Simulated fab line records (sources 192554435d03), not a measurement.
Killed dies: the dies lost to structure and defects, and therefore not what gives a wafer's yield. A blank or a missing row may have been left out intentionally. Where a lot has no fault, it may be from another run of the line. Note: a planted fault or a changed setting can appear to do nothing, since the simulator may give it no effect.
fab line records | flow n5Finfet
record: lots: 4 wafers: 12 lastDay: 16
route steps=1938 shown PMOS_HMC_CHANNEL_EPI@87 FIN_SAQP@90 BEOL_M4@1111
lots that met no fault: from a run of the same line without faults
startH: the number of hours between the record's first day and the start of the first shown wafer of the lot | waitH: how many hours have passed since the lot's step before this one | " the same as in the row above | L1.1+2: one row covering several wafers at once | - either no value or no given start | * or withheld: withheld | < > ~ a bound
route shown NAME@n: names a module that has steps shown in the file, with the first one's number in the route | usual: the fault-free wafers' mean and standard deviation | same: alike in all rows | chamber/n: place in a boat | sites: per-site readings | _std_site: the values' standard deviation | _edge_site: outer sites' mean less inner sites' | radiusMm: for every site, how far away it sits from the centre of the wafer | mask NAME#n: copy n | behind: the tool/chamber that last shaped the wafer | hold: the reason the lot was held/the length of the hold in hours/how it ended | device: which transistor (n, p or np) failed to switch | end of line: the same wafers' tests at the end of the route | a step without rows: its recipe alone | killed: at the first sort, the dies lost to defects and structure; wafer yield is something else | map: a wafer's dies, marking killed ones x, the rest . and places with no die _
set.NAME: the setting that was run; set.NAME@STEP: the one run at that earlier step | model.NAME: the simulator's own value behind a step, which no gauge read
certain route steps with their lots: each step a table, each wafer a row
services: from which hour (startH, from the record's first day; less than 0 if before it) a tool's chamber was out of use, for how many hours, and why
== steps ==
step: N5_PMOS_HMC_CHANNEL_EPI_EPI_26
recipe: material: Si targetThkA: 38 tempC: 650 precursor: SiH4/H2 pressureTorr: 20 timeS: 22.7
step: N5_FIN_SAQP_PRECLEAN_42
recipe: chemistry: O3/DIW timeS: 60 tempC: 22 o3Ppm: 10
step: N5_FIN_SAQP_PRECLEAN_00
recipe: chemistry: SC1 timeS: 60 tempC: 55 mix: 1:2:50
step: N5_FIN_SAQP_PRECLEAN_44
recipe: chemistry: SC2 timeS: 45 tempC: 35 mix: 1:1:50
step: N5_FIN_SAQP_SRD_01
recipe: dry: ipaMarangoni timeS: 30 tempC: 23 rinseLiquid: diw
step: N5_FIN_SAQP_ALD_61
recipe: material: SiO2 targetThkA: 40 tempC: 300 aldPrecursorFamily: BDEAS aldCoReactant: O2-plasma pulseTimeS: 1 purgeTimeS: 2 coReactantPurgeTimeS: 2 aldCycles: 43 pressureTorr: 2
step: N5_FIN_SAQP_DENSIFY_62
recipe: tempC: 700 timeS: 60 ambient: N2 idleTempC: 600 rampUpCPerS: 150 rampDownCPerS: 60 coolToC: 600
step: N5_FIN_SAQP_HM_DEP_03
recipe: material: SiNx targetThkA: 380 tempC: 400 precursor: SiH4/NH3/N2 pressureTorr: 1.5 rfW: 300 timeS: 33.6
step: N5_FIN_SAQP_PECVD_47
recipe: material: a-Si targetThkA: 450 tempC: 400 precursor: SiH4/He pressureTorr: 3 rfW: 100 timeS: 36.3
step: N5_FIN_SAQP_PECVD_48
recipe: material: SiNx targetThkA: 250 tempC: 400 precursor: SiH4/NH3/N2 pressureTorr: 1.5 rfW: 300 timeS: 22.1
usual: heaterPowerW: 727/67 showerheadPlenumPTorr: 5.12/0.067 throttleValvePct: 39.8/2.3
columns lot.wafer tool chamber startH waitH heaterPowerW showerheadPlenumPTorr throttleValvePct model.SiNx_of_FIN_SAQP_PECVD_48.thkNm
L731.1 pecvd-04 1 27.48 0.0 785 5.14 38.2 24.43
L731.4 " 1 " " 803 5.14 38.5 24.92
L731.5 " 1 " " 785 5.14 38.1 24.92
L738.1 pecvd-04 1 69.91 0.0 646 5.13 38.5 25.5
L738.4 " 0 " " 732 5.20 42.9 25.25
L738.6 " 1 " " 652 5.14 38.3 40.44
L740.1 pecvd-02 0 81.59 0.0 762 5.04 42.1 24.92
L740.3 " 1 " " 729 5.24 43.3 24.93
L740.6 " 0 " " 743 5.03 41.8 25.2
L742.1 pecvd-04 2 93.42 0.0 701 5.08 37.4 24.79
L742.5 " 2 " " 693 5.08 37.1 39.79
L742.6 " 0 " " 712 5.18 43.1 39.74
step: N5_FIN_SAQP_PECVD_06
recipe: material: a-Si targetThkA: 600 tempC: 400 precursor: SiH4/He pressureTorr: 3 rfW: 100 timeS: 48.1
step: N5_FIN_SAQP_HM_DEP_72
recipe: material: SiO2 targetThkA: 120 tempC: 400 precursor: SiH4/N2O pressureTorr: 0.75 rfW: 275 timeS: 7.2
step: N5_FIN_SAQP_COAT_49
recipe: resist: SOC tempC: 250 timeS: 60 spinRpm: 1500 resistThkNm: 100
step: N5_FIN_SAQP_COAT_50
recipe: resist: SiARC tempC: 220 timeS: 60 spinRpm: 1500 resistThkNm: 35
step: N5_FIN_SAQP_COAT_10
recipe: resist: CAR-ArF spinRpm: 1500 resistThkNm: 90
step: N5_FIN_SAQP_EBR_12
recipe: solvent: PGMEA ebrWidthMm: 1.5
step: N5_FIN_SAQP_SOFTBAKE_11
recipe: tempC: 110 timeS: 60 resist: CAR-ArF
step: N5_FIN_SAQP_EXPOSE_13
recipe: maskId: FIN_CORE na: 1.35 sourceShape: dipole sigmaInner: 0.538 sigmaOuter: 0.738 polarization: te targetCdNm: 35.6 doseMj: 63.25
step: N5_FIN_SAQP_PEB_14
recipe: pebTempC: withheld pebTimeS: 60 resist: CAR-ArF
step: N5_FIN_SAQP_DEVELOP_15
recipe: developTimeS: 30 developer: TMAH resist: CAR-ArF devTempC: 23 rinseLiquid: diw dry: airSpin
step: N5_FIN_SAQP_DESCUM_21
recipe: chemistry: O2 timeS: 7.9 sourcePowerW: 50 biasPowerW: 20 pressureMtorr: 20 rfFrequencyHz: 2.712e+07 tempC: 40 resist: CAR-ArF o2FlowSccm: 225
step: N5_FIN_SAQP_ETCH_51
recipe: chemistry: CF4 target: SiARC targetDepthA: 455 maskMaterial: CAR-ArF timeS: 75.8 ionEnergyEv: 80 pressureMtorr: 40 sourceW: 545 biasW: 36 Ar_flow_sccm: 100 cf4FlowSccm: 100 ends: cleared
step: N5_FIN_SAQP_ETCH_52
recipe: chemistry: N2/H2 target: SOC targetDepthA: 1000 overetchA: 200 maskMaterial: SiARC tempC: 40 timeS: 150 ionEnergyEv: 200 pressureMtorr: 30 sourceW: 840 biasW: 150 n2FlowSccm: 200 h2FlowSccm: 200 ends: endPoint
step: N5_FIN_SAQP_STRIP_53
recipe: chemistry: N2/H2 tempC: 40 n2FlowSccm: 200 h2FlowSccm: 200 rfFrequencyHz: 6e+07
step: N5_FIN_SAQP_HM_OPEN_73
recipe: chemistry: CHF3/O2 target: SiO2 stopOn: a-Si targetDepthA: 120 overEtchFrac: 1.8 maskMaterial: SOC timeS: 16.8 pressureMtorr: 30 sourceW: 650 biasW: 170 Ar_flow_sccm: 200 CHF3_flow_sccm: 50 O2_flow_sccm: 5 ionEnergyEv: 200 ends: endPoint
step: N5_FIN_SAQP_STRIP_74
recipe: chemistry: CHF3/O2 resist: SiARC rfFrequencyHz: 6e+07
step: N5_FIN_SAQP_MANDREL_ETCH_22
recipe: targetDepthA: 600 chemistry: HBr/Cl2 target: a-Si stopOn: SiNx btTimeS: 10 overEtchFrac: 0.5 timeS: 30 pressureMtorr: 10 icpW: 800 biasW: 75 HBr_flow_sccm: 150 Cl2_flow_sccm: 80 ends: endPoint
usual: HBr_flow_sccm: 150.1/0.48 drypumpMotorCurrentA: 5.95/0.14 mfcCl2Sccm: 80.00/0.23 oesProductAu: 0.769/0.012 throttleValvePct: 35.40/0.2
same: btTimeS: 10
columns lot.wafer tool chamber startH waitH HBr_flow_sccm drypumpMotorCurrentA mfcCl2Sccm oesProductAu rfHoursCounterH throttleValvePct model.SiNx_of_FIN_SAQP_PECVD_48.thkNm
L731.1 rieSi-04 0 28.68 0.0 150.1 5.87 79.86 0.752 6 35.29 24.36
L731.4 " 3 " " 149.9 5.85 79.96 0.769 22 35.41 24.92
L731.5 " 0 " " 149.8 5.85 79.87 0.750 - 35.27 24.85
L738.1 rieSi-02 0 70.93 0.0 150.5 5.94 79.94 0.789 87 35.53 25.37
L738.4 " 1 " " 150.8 5.90 80.35 0.771 4 35.11 25.16
L738.6 " 1 " " 150.5 5.92 79.97 0.764 - 35.13 40.35
L740.1 rieSi-04 2 82.58 0.0 150.2 6.13 79.92 0.782 109 35.33 24.92
L740.3 " 3 " " 149.5 5.83 79.77 0.749 23 35.44 24.93
L740.6 " 3 " " 149.5 5.87 80.06 0.777 - 35.41 25.2
L742.1 rieSi-02 2 94.29 0.0 150.0 5.93 79.74 0.759 6 35.51 24.75
L742.5 " 3 " " 149.6 5.79 80.14 0.774 - 35.67 39.79
L742.6 " 0 " " 150.2 5.92 79.71 0.778 - 35.53 39.61
step: N5_FIN_SAQP_STRIP_55
recipe: chemistry: N2/H2 powerW: 500 tempC: 40 pressureMtorr: 50 rfFrequencyHz: 6e+07 overashFraction: 0.3 biasPowerW: 28 h2Frac: 0.5 n2FlowSccm: 300 h2FlowSccm: 300
step: N5_FIN_SAQP_STRIP_23
recipe: chemistry: SPM timeS: 750 tempC: 130 h2so4H2o2VolRatio: 4
step: N5_FIN_SAQP_SRD_66
recipe: dry: ipaMarangoni timeS: 30 tempC: 23 rinseLiquid: diw
step: N5_FIN_SAQP_RECESS_75
recipe: chemistry: HF/NH3 target: SiO2 targetDepthA: 144 afsCycles: 3 tempC: 30 sublimationTempC: 180 sublimationTimeS: 60
step: N5_FIN_SAQP_SPACER1_ALD_24
recipe: material: SiO2 targetThkA: 203 tempC: 300 aldPrecursorFamily: BDEAS aldCoReactant: O2-plasma pulseTimeS: 1 purgeTimeS: 2 coReactantPurgeTimeS: 2 aldCycles: 218 pressureTorr: 2
step: N5_FIN_SAQP_SPACER1_ETCHBACK_25
recipe: chemistry: CHF3/O2 mode: anisotropicEtchback target: SiO2 targetDepthA: 244 timeS: 12.2 pressureMtorr: 30 sourceW: 650 biasW: 170 Ar_flow_sccm: 200 CHF3_flow_sccm: 50 O2_flow_sccm: 5 ionEnergyEv: 200
step: N5_FIN_SAQP_MANDREL1_REMOVE_56
recipe: chemistry: HBr/Cl2/O2 btTimeS: 10 target: a-Si stopOn: SiNx endpoint: OES-SiCl overEtchFrac: 1 icpW: 600 biasW: 22 HBr_flow_sccm: 150 Cl2_flow_sccm: 80 O2_flow_sccm: 5 pressureMtorr: 10
step: N5_FIN_SAQP_ETCH_57
recipe: chemistry: CH3F/O2 target: SiNx maskMaterial: SiO2 targetDepthA: 325 timeS: 46.4 pressureMtorr: 30 sourceW: 395 biasW: 73 Ar_flow_sccm: 150 CH3F_flow_sccm: 30 O2_flow_sccm: 20 ionEnergyEv: 120 ends: cleared
usual: drypumpMotorCurrentA: 5.8/0.49 etchRfOnTimeS: 46.3/0.81 mfcArSccm: 150.0/0.5 oes_ar_750_au: 0.78/0.073 oesProductAu: 0.67/0.065 rfVppV: 298/3.2 showerheadPlenumPTorr: 2.03/0.051 throttleValvePct: 16.43/0.14
columns lot.wafer tool chamber startH waitH drypumpMotorCurrentA etchRfOnTimeS mfcArSccm oes_ar_750_au oesProductAu rfHoursCounterH rfVppV showerheadPlenumPTorr throttleValvePct model.etch.depthNm
L731.1 rieDiel-05 2 30.50 0.0 6.1 44.9 149.8 0.77 0.65 150 299 2.08 16.55 24.36
L731.4 " 3 " " 6.0 46.0 150.2 0.88 0.76 40 296 1.96 16.41 24.92
L731.5 " 2 " " 6.1 46.3 149.1 0.78 0.65 - 299 2.08 16.57 24.85
L738.1 rieDiel-04 2 73.47 0.1 5.5 47.0 149.8 0.74 0.64 144 296 2.01 16.60 25.37
L738.4 " 0 " " 6.2 47.1 149.9 0.70 0.60 220 302 2.06 16.48 25.16
L738.6 " 0 " " 6.2 74.9 150.7 0.70 0.60 - 303 2.06 16.47 40.35
L740.1 rieDiel-01 0 84.35 0.0 6.5 46.3 150.3 0.92 0.79 17 301 1.97 16.19 24.92
L740.3 " 1 " " 5.7 45.9 150.1 0.79 0.68 134 298 2.01 16.46 24.93
L740.6 " 2 " " 5.0 46.8 150.8 0.71 0.61 - 306 2.07 16.30 25.2
L742.1 rieDiel-04 3 96.71 0.0 5.5 47.0 150.0 0.67 0.56 249 298 2.06 16.59 24.75
L742.5 " 0 " " 6.2 75.3 150.1 0.69 0.59 - 300 2.06 16.48 39.79
L742.6 " 3 " " 5.5 74.8 149.5 0.67 0.57 - 300 2.06 16.62 39.61
step: N5_BEOL_M4_RC_MEAS_101
usual: DIBL_N: 36.6/1.3 DIBL_P: 36.4/1.4 IOFF_N: 0.167/0.023 IOFF_P: 0.219/0.029 ION_N: 678/8.7 ION_P: 464/6.4 SS_N: 71.5/0.53 SS_P: 73.4/0.57 VT_N: 248.5/2.8 VT_P: -249/3.1
columns lot.wafer tool chamber startH waitH DIBL_N[mV/V] DIBL_P[mV/V] IOFF_N[nA/um] IOFF_P[nA/um] ION_N[uA/um] ION_P[uA/um] SS_N[mV/dec] SS_P[mV/dec] VT_N[mV] VT_P[mV]
L731.1 prober-01 0 198.19 0.0 38.5 37.0 0.201 0.252 683 467 70.7 74.1 245.5 -250
L731.4 " 0 " " 37.8 36.0 0.178 0.226 685 471 71.1 73.1 247.7 -250
L731.5 " 0 " " 37.7 36.6 0.184 0.242 685 473 71.5 74.0 246.7 -246
L738.1 prober-02 0 254.65 0.0 36.8 36.3 0.165 0.234 671 467 71.4 73.5 247.1 -247
L738.4 " 0 " " 35.0 33.9 0.125 0.193 664 457 71.2 72.1 252.8 -247
L738.6 " 0 " " 35.5 34.7 0.141 0.202 676 466 71.0 72.3 249.9 -247
L740.1 prober-01 0 283.19 0.0 36.5 36.2 0.178 0.202 677 461 71.8 72.7 246.3 -249
L740.3 " 0 " " 35.3 35.3 0.153 0.196 667 459 71.9 73.3 248.6 -250
L740.6 " 0 " " 37.0 37.4 0.185 0.225 681 460 71.5 73.7 243.9 -249
L742.1 prober-02 0 290.03 0.0 36.1 35.5 0.155 0.207 679 468 71.2 72.8 248.7 -248
L742.5 " 0 " " 35.5 34.5 0.146 0.200 679 470 71.1 72.5 252.4 -252
L742.6 " 0 " " 34.8 33.7 0.133 0.187 669 464 70.7 72.7 250.2 -251
== services ==
columns tool chamber startH hours kind
rieDiel-01 2 7.11 1.4 repair
pecvd-04 2 21.18 - clean
pecvd-04 2 21.18 - consumableReplace:showerhead
pecvd-04 2 21.18 29.0 scheduledDown
pecvd-04 2 21.18 29.0 ventCycle
pecvd-02 2 28.41 9.7 repair
rieDiel-01 - 31.91 2.8 pm
pecvd-04 - 54.74 2.2 repair
rieSi-02 3 57.00 9.9 repair
pecvd-02 - 57.39 1.4 repair
rieDiel-04 1 61.26 8.9 repair
== key ==
firstSign: step: N5_FIN_SAQP_ETCH_57 reading: etchRfOnTimeS direction: up sigmas: 35 usual: * struck: *
effect none on later readings
modelEffect: step: N5_FIN_SAQP_PECVD_48 value: SiNx_of_FIN_SAQP_PECVD_48.thkNm without: 25.4 struck: 39.99
modelEffect: step: N5_FIN_SAQP_MANDREL_ETCH_22 value: SiNx_of_FIN_SAQP_PECVD_48.thkNm without: 25.39 struck: 39.98
modelEffect: step: N5_FIN_SAQP_ETCH_57 value: etch.depthNm without: 25.33 struck: 39.92
metAt N5_FIN_SAQP_PECVD_48
struckWafers L738.6,L742.5,L742.6
onsetBetween 27.48 69.91
fault: kind: processParameterDrift tool: pecvd-04 chamber: - onsetH: 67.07 steps: N5_FIN_SAQP_PECVD_48 channel: timeS offset: * shape: step endH: 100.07 scope: struckWafersOnly actsIn: * stated: *
